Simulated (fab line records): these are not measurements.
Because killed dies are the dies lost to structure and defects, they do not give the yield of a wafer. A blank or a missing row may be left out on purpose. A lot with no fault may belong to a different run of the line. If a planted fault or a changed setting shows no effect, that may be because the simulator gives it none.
What tool caused it?	flow nand_harc	Sampling: 24 lots, 72 wafers, 6 of 1159 route steps

== WHAT THE GAUGES READ, wafer by wafer ==
NHARC_A_M1_INSPECT_27. Usual: 494 for raw_defect_count, sd 160.
lot	measured	on	raw_defect_count	flag
L075	day 17 18:07	defect_inspect-01	512 580 403	
L074	day 18 03:20	defect_inspect-01	529 413 455	
L077	day 18 11:46	defect_inspect-01	379 518 365	
L076	day 18 17:34	defect_inspect-01	349 440 289	
L078	day 18 20:46	defect_inspect-01	541 427 436	
L080	day 19 01:23	defect_inspect-01	471 539 423	
L079	day 19 02:02	defect_inspect-01	336 405 298	
L083	day 19 12:50	defect_inspect-01	488 697 397	
L082	day 19 18:54	defect_inspect-01	333 391 572	
L081	day 20 01:16	defect_inspect-01	1241 598 565	
L085	day 20 02:44	defect_inspect-01	679 391 470	
L084	day 20 05:30	defect_inspect-02	649 548 384	
L088	day 20 12:27	defect_inspect-01	311 393 333	
L087	day 20 16:44	defect_inspect-01	368 314 282	
L090	day 21 05:33	defect_inspect-01	479 544 510	
L086	day 21 07:06	defect_inspect-02	479 417 462	
L089	day 21 09:02	defect_inspect-02	339 447 529	
L091	day 22 07:11	defect_inspect-02	1019 715 902	
L092	day 22 08:32	defect_inspect-02	410 533 358	
L093	day 22 09:00	defect_inspect-02	810 476 958	
L096	day 23 08:58	defect_inspect-02	582 624 509	
L094	day 23 13:52	defect_inspect-01	410 505 473	
L095	day 23 14:28	defect_inspect-02	331 333 282	
L097	day 23 20:58	defect_inspect-01	705 429 522	

== TOOL THAT RAN EACH LOT (tool first, then ch and the chambers of the sampled wafers, then the start) ==
lot	NHARC_A_CONTACT_CVD_19	NHARC_A_BLC_STRIP_29	NHARC_A_M0_DESCUM_14	NHARC_A_M1_DEGAS_29	NHARC_A_M1_PVD_20
L075	cvd_w-02 ch 0,1, day 17 03:42 or earlier	rie_diel-08 ch 1,2, day 17 03:42	rie_diel-09 ch 0,2,3, day 17 11:23	pvd_sputter-01, day 17 16:34	pvd_sputter-01, day 17 18:07 or earlier
L074	cvd_w-01 ch 0,1, day 17 13:10 or earlier	rie_diel-11 ch 0,1,3, day 17 13:10	rie_diel-05 ch 0,2, day 17 20:17	pvd_sputter-02, day 18 01:43	pvd_sputter-02, day 18 03:20 or earlier
L077	cvd_w-01 ch 0,1, day 17 22:57 or earlier	rie_diel-03 ch 0,1,2, day 17 22:57	rie_diel-05 ch 0,1, day 18 04:55	pvd_sputter-02, day 18 10:13	pvd_sputter-02, day 18 11:46 or earlier
L076	cvd_w-02 ch 0,1, day 18 01:55 or earlier	rie_diel-08 ch 1,3, day 18 01:55	rie_diel-05 ch 0,2, day 18 10:32	pvd_sputter-01, day 18 16:02	pvd_sputter-01, day 18 17:34 or earlier
L078	cvd_w-02 ch 0, day 18 06:28 or earlier	rie_diel-03 ch 1,2,3, day 18 06:28	rie_diel-05 ch 0,2,3, day 18 14:02	pvd_sputter-01, day 18 19:13	pvd_sputter-01, day 18 20:46 or earlier
L080	cvd_w-02 ch 0,1, day 18 14:18 or earlier	rie_diel-03 ch 1,2,3, day 18 14:18	rie_diel-05 ch 0,2,3, day 18 18:37	pvd_sputter-03, day 18 23:51	pvd_sputter-03, day 19 01:23 or earlier
L079	cvd_w-02 ch 0,1, day 18 15:30 or earlier	rie_diel-08 ch 0,1,3, day 18 15:30	rie_diel-09 ch 1,2,3, day 18 18:55	pvd_sputter-01, day 19 00:12	pvd_sputter-01, day 19 02:02 or earlier
L083	cvd_w-01 ch 0,1, day 19 03:01 or earlier	rie_diel-03 ch 1,2,3, day 19 03:01	rie_diel-01 ch 0,2,3, day 19 06:01	pvd_sputter-02, day 19 11:15	pvd_sputter-02, day 19 12:50 or earlier
L082	cvd_w-02 ch 0,1, day 19 04:58 or earlier	rie_diel-03 ch 1,3, day 19 04:58	rie_diel-05 ch 0,1, day 19 12:07	pvd_sputter-03, day 19 17:11	pvd_sputter-03, day 19 18:54 or earlier
L081	cvd_w-02 ch 0, day 19 13:35 or earlier	rie_diel-11 ch 1,3, day 19 13:35	rie_diel-05 ch 1,2, day 19 18:25	pvd_sputter-03, day 19 23:43	pvd_sputter-03, day 20 01:16 or earlier
L085	cvd_w-02 ch 0,1, day 19 17:04 or earlier	rie_diel-03 ch 1,2,3, day 19 17:04	rie_diel-09 ch 1,2,3, day 19 20:06	pvd_sputter-03, day 20 01:11	pvd_sputter-03, day 20 02:44 or earlier
L084	cvd_w-01 ch 0,1, day 19 18:59 or earlier	rie_diel-11 ch 0,1,2, day 19 18:59	rie_diel-05 ch 0,2,3, day 19 22:10	pvd_sputter-02, day 20 03:56	pvd_sputter-02, day 20 05:30 or earlier
L088	cvd_w-01 ch 0,1, day 20 02:53 or earlier	rie_diel-03 ch 0,1,2, day 20 02:53	rie_diel-05 ch 1,2,3, day 20 05:46	pvd_sputter-01, day 20 10:54	pvd_sputter-01, day 20 12:27 or earlier
L087	cvd_w-02 ch 0,1, day 20 06:59 or earlier	rie_diel-11 ch 0,2, day 20 06:59	rie_diel-05 ch 0,2, day 20 10:02	pvd_sputter-02, day 20 15:11	pvd_sputter-02, day 20 16:44 or earlier
L090	cvd_w-01 ch 0,1, day 20 19:52 or earlier	rie_diel-11 ch 0,1,2, day 20 19:52	rie_diel-01 ch 1,2,3, day 20 22:52	pvd_sputter-03, day 21 03:59	pvd_sputter-03, day 21 05:33 or earlier
L086	cvd_w-02 ch 0, day 20 21:32 or earlier	rie_diel-03 ch 1,2,3, day 20 21:32	rie_diel-01 ch 2,3, day 21 00:25	pvd_sputter-01, day 21 05:32	pvd_sputter-01, day 21 07:06 or earlier
L089	cvd_w-01 ch 0,1, day 20 22:53 or earlier	rie_diel-11 ch 0,1,2, day 20 22:53	rie_diel-09 ch 1,2,3, day 21 02:12	pvd_sputter-02, day 21 07:26	pvd_sputter-02, day 21 09:02 or earlier
L091	cvd_w-02 ch 0,1, day 21 20:53 or earlier	rie_diel-08 ch 1,2, day 21 20:53	rie_diel-09 ch 2,3, day 22 00:33	pvd_sputter-03, day 22 05:38	pvd_sputter-03, day 22 07:11 or earlier
L092	cvd_w-02 ch 0,1, day 21 21:46 or earlier	rie_diel-08 ch 1,2, day 21 21:46	rie_diel-09 ch 0,1,2, day 22 01:35	pvd_sputter-02, day 22 06:43	pvd_sputter-02, day 22 08:32 or earlier
L093	cvd_w-01 ch 0,1, day 21 21:58 or earlier	rie_diel-11 ch 2,3, day 21 21:58	rie_diel-09 ch 2,3, day 22 02:04	pvd_sputter-01, day 22 07:26	pvd_sputter-01, day 22 09:00 or earlier
L096	cvd_w-02 ch 0,1, day 22 20:51 or earlier	rie_diel-08 ch 1,2,3, day 22 20:51	rie_diel-01 ch 0,2,3, day 23 02:16	pvd_sputter-02, day 23 07:25	pvd_sputter-02, day 23 08:58 or earlier
L094	cvd_w-01 ch 0,1, day 23 01:08 or earlier	rie_diel-08 ch 1,2,3, day 23 01:08	rie_diel-09 ch 0,1,2, day 23 06:54	pvd_sputter-01, day 23 12:09	pvd_sputter-01, day 23 13:52 or earlier
L095	cvd_w-02 ch 0,1, day 23 01:53 or earlier	rie_diel-03 ch 1,2,3, day 23 01:53	rie_diel-09 ch 0,2,3, day 23 07:29	pvd_sputter-02, day 23 12:37	pvd_sputter-02, day 23 14:28 or earlier
L097	cvd_w-01 ch 0,1, day 23 08:56 or earlier	rie_diel-08 ch 0,1, day 23 08:56	rie_diel-09 ch 0,2,3, day 23 14:04	pvd_sputter-01, day 23 19:25	pvd_sputter-01, day 23 20:58 or earlier
- NHARC_A_CONTACT_CVD_19: deposits W, target thk 300 nm, time 802 s.
- NHARC_A_BLC_STRIP_29: strips in CF4.
- NHARC_A_M0_DESCUM_14: chemistry O2, time 3 s.
- NHARC_A_M1_DEGAS_29: time 60 s.
- NHARC_A_M1_PVD_20: deposits TaN, target thk 5 nm, time 8.06 s.

== AS READ BY THE TOOLS THEMSELVES (means over the sampled wafers that have a number; for cases with no such wafer, the mark the record gives instead) ==
NHARC_A_CONTACT_CVD_19. Usual: heater_power_w 505 W, standard deviation 43; throttle_valve_pct 8.32 %, standard deviation 0.28.
lot	tool	heater_power_w (W)	throttle_valve_pct (%)	flag
L075	cvd_w-02	496	8.63	
L074	cvd_w-01	528	8.06	
L077	cvd_w-01	524	8.33	
L076	cvd_w-02	492	8.40	
L078	cvd_w-02	482	8.60	
L080	cvd_w-02	523	8.11	
L079	cvd_w-02	493	8.47	
L083	cvd_w-01	534	8.26	
L082	cvd_w-02	512	8.38	
L081	cvd_w-02	481	8.62	
L085	cvd_w-02	499	8.47	
L084	cvd_w-01	532	8.10	
L088	cvd_w-01	521	8.15	
L087	cvd_w-02	496	8.44	
L090	cvd_w-01	528	7.95	
L086	cvd_w-02	470	8.67	
L089	cvd_w-01	498	8.36	
L091	cvd_w-02	507	8.50	
L092	cvd_w-02	512	8.44	
L093	cvd_w-01	476	8.11	
L096	cvd_w-02	495	8.57	
L094	cvd_w-01	514	7.85	
L095	cvd_w-02	519	8.34	
L097	cvd_w-01	512	8.16	

NHARC_A_BLC_STRIP_29. Usual: drypump_motor_current_A 5.7 A, standard deviation 0.59; oes_product_au 1.001 a.u., standard deviation 0.013; rf_vpp_V 59.4 V, standard deviation 0.87; showerhead_plenum_p_Torr 1.76 Torr, standard deviation 0.073; throttle_valve_pct 13.284 %, standard deviation 0.0088.
lot	tool	drypump_motor_current_A (A)	oes_product_au (a.u.)	rf_vpp_V (V)	showerhead_plenum_p_Torr (Torr)	throttle_valve_pct (%)	flag
L075	rie_diel-08	5.8	1.015	59.1	1.74	13.276	
L074	rie_diel-11	5.7	0.994	58.9	1.73	13.291	
L077	rie_diel-03	5.6	1.006	59.3	1.80	13.277	
L076	rie_diel-08	5.7	1.006	59.0	1.83	13.280	
L078	rie_diel-03	5.8	1.001	59.6	1.80	13.290	
L080	rie_diel-03	5.8	0.999	59.4	1.80	13.289	
L079	rie_diel-08	5.5	1.001	59.7	1.76	13.287	
L083	rie_diel-03	5.8	1.007	59.9	1.80	13.283	
L082	rie_diel-03	5.2	1.007	59.8	1.82	13.274	
L081	rie_diel-11	5.7	0.998	58.5	1.70	13.275	
L085	rie_diel-03	5.8	1.012	59.5	1.80	13.273	
L084	rie_diel-11	5.9	0.999	59.4	1.73	13.282	
L088	rie_diel-03	5.6	1.002	60.3	1.80	13.296	
L087	rie_diel-11	6.2	0.994	59.7	1.77	13.281	
L090	rie_diel-11	5.9	1.004	59.1	1.73	13.280	
L086	rie_diel-03	5.8	1.005	59.6	1.79	13.293	
L089	rie_diel-11	5.9	0.999	59.1	1.73	13.281	
L091	rie_diel-08	5.8	1.011	59.8	1.74	13.287	
L092	rie_diel-08	5.9	1.011	59.6	1.80	13.284	
L093	rie_diel-11	6.1	0.991	59.0	1.74	13.285	
L096	rie_diel-08	5.6	0.997	59.6	1.77	13.287	
L094	rie_diel-08	5.6	1.010	59.1	1.77	13.296	
L095	rie_diel-03	5.8	1.004	60.2	1.79	13.289	
L097	rie_diel-08	5.7	0.987	59.3	1.72	13.285	

NHARC_A_M0_DESCUM_14. Usual: drypump_motor_current_A 5.9 A, standard deviation 0.38; o2_flow_sccm 200.1 sccm, standard deviation 0.59; oes_product_au 1.009 a.u., standard deviation 0.013; rf_vpp_V 57.8 V, standard deviation 0.82; showerhead_plenum_p_Torr 1.95 Torr, standard deviation 0.083; throttle_valve_pct 11.311 %, standard deviation 0.0093.
lot	tool	drypump_motor_current_A (A)	o2_flow_sccm (sccm)	oes_product_au (a.u.)	rf_vpp_V (V)	showerhead_plenum_p_Torr (Torr)	throttle_valve_pct (%)	flag
L075	rie_diel-09	6.0	199.7	1.001	58.6	2.02	11.311	
L074	rie_diel-05	5.7	200.6	1.013	57.4	1.82	11.303	
L077	rie_diel-05	5.4	200.0	1.011	57.6	1.90	11.312	
L076	rie_diel-05	5.7	199.6	1.010	58.1	1.86	11.306	
L078	rie_diel-05	5.9	199.7	1.022	57.6	1.89	11.308	
L080	rie_diel-05	5.9	200.1	1.011	57.4	1.89	11.307	
L079	rie_diel-09	6.3	200.0	1.003	58.2	2.02	11.314	
L083	rie_diel-01	5.8	200.5	0.989	58.2	1.86	11.313	
L082	rie_diel-05	5.6	200.0	1.010	58.1	1.90	11.315	
L081	rie_diel-05	5.5	200.0	1.021	56.7	1.83	11.316	
L085	rie_diel-09	6.3	200.0	0.993	57.7	2.02	11.307	
L084	rie_diel-05	5.9	200.2	1.011	57.6	1.89	11.305	
L088	rie_diel-05	5.7	200.1	1.019	57.3	1.90	11.315	
L087	rie_diel-05	5.7	200.3	1.026	57.7	1.86	11.307	
L090	rie_diel-01	5.7	200.2	0.997	57.2	1.88	11.310	
L086	rie_diel-01	5.9	200.5	0.997	58.1	1.83	11.308	
L089	rie_diel-09	6.3	199.8	1.007	58.2	2.02	11.315	
L091	rie_diel-09	6.1	199.9	1.021	57.9	2.04	11.317	
L092	rie_diel-09	6.3	199.9	1.000	58.2	2.00	11.302	
L093	rie_diel-09	6.0	199.8	1.015	57.9	2.04	11.314	
L096	rie_diel-01	5.8	199.5	1.010	57.0	1.86	11.316	
L094	rie_diel-09	6.3	200.1	0.998	57.9	2.00	11.309	
L095	rie_diel-09	6.1	200.2	1.010	57.5	2.02	11.318	
L097	rie_diel-09	6.0	200.1	0.999	58.3	2.02	11.310	

NHARC_A_M1_DEGAS_29. Usual: 322 W for heater_power_w, sd 20.
lot	tool	heater_power_w (W)	flag
L075	pvd_sputter-01	320	
L074	pvd_sputter-02	324	
L077	pvd_sputter-02	326	
L076	pvd_sputter-01	319	
L078	pvd_sputter-01	316	
L080	pvd_sputter-03	325	
L079	pvd_sputter-01	330	
L083	pvd_sputter-02	324	
L082	pvd_sputter-03	314	
L081	pvd_sputter-03	334	
L085	pvd_sputter-03	324	
L084	pvd_sputter-02	321	
L088	pvd_sputter-01	320	
L087	pvd_sputter-02	326	
L090	pvd_sputter-03	326	
L086	pvd_sputter-01	349	
L089	pvd_sputter-02	333	
L091	pvd_sputter-03	330	
L092	pvd_sputter-02	316	
L093	pvd_sputter-01	305	
L096	pvd_sputter-02	322	
L094	pvd_sputter-01	325	
L095	pvd_sputter-02	320	
L097	pvd_sputter-01	343	

NHARC_A_M1_PVD_20. Usual: 29.4 % for throttle_valve_pct, sd 1.3.
lot	tool	throttle_valve_pct (%)	flag
L075	pvd_sputter-01	30.0	
L074	pvd_sputter-02	29.3	
L077	pvd_sputter-02	28.8	
L076	pvd_sputter-01	28.6	
L078	pvd_sputter-01	28.7	
L080	pvd_sputter-03	29.0	
L079	pvd_sputter-01	29.2	
L083	pvd_sputter-02	28.7	
L082	pvd_sputter-03	30.4	
L081	pvd_sputter-03	31.0	
L085	pvd_sputter-03	30.3	
L084	pvd_sputter-02	29.1	
L088	pvd_sputter-01	29.3	
L087	pvd_sputter-02	29.1	
L090	pvd_sputter-03	30.9	
L086	pvd_sputter-01	30.0	
L089	pvd_sputter-02	29.2	
L091	pvd_sputter-03	31.6	
L092	pvd_sputter-02	29.1	
L093	pvd_sputter-01	29.6	
L096	pvd_sputter-02	29.1	
L094	pvd_sputter-01	29.3	
L095	pvd_sputter-02	28.6	
L097	pvd_sputter-01	29.4	

== THE ANSWER, worked out from the rows above alone ==
Rule: take the mean of a lot's wafers that have a number; if it is more than 3 standard deviations from the usual mean, the lot is off. A lot without any number at a reading at which 4 lots or more have one is off too. Any other lot the step has rows for is counted as sound. The gauges are gone through in route order, then the tools' own readings, and for those a lot's mean is taken as printed above. The first step at which some lot is off is used, and at that step the reading that is off furthest; a lot without a number counts as furthest.
Nothing can be told from this: no lot is off at any reading shown.

== WHAT HAD BEEN PUT IN BY THE SIMULATOR ==
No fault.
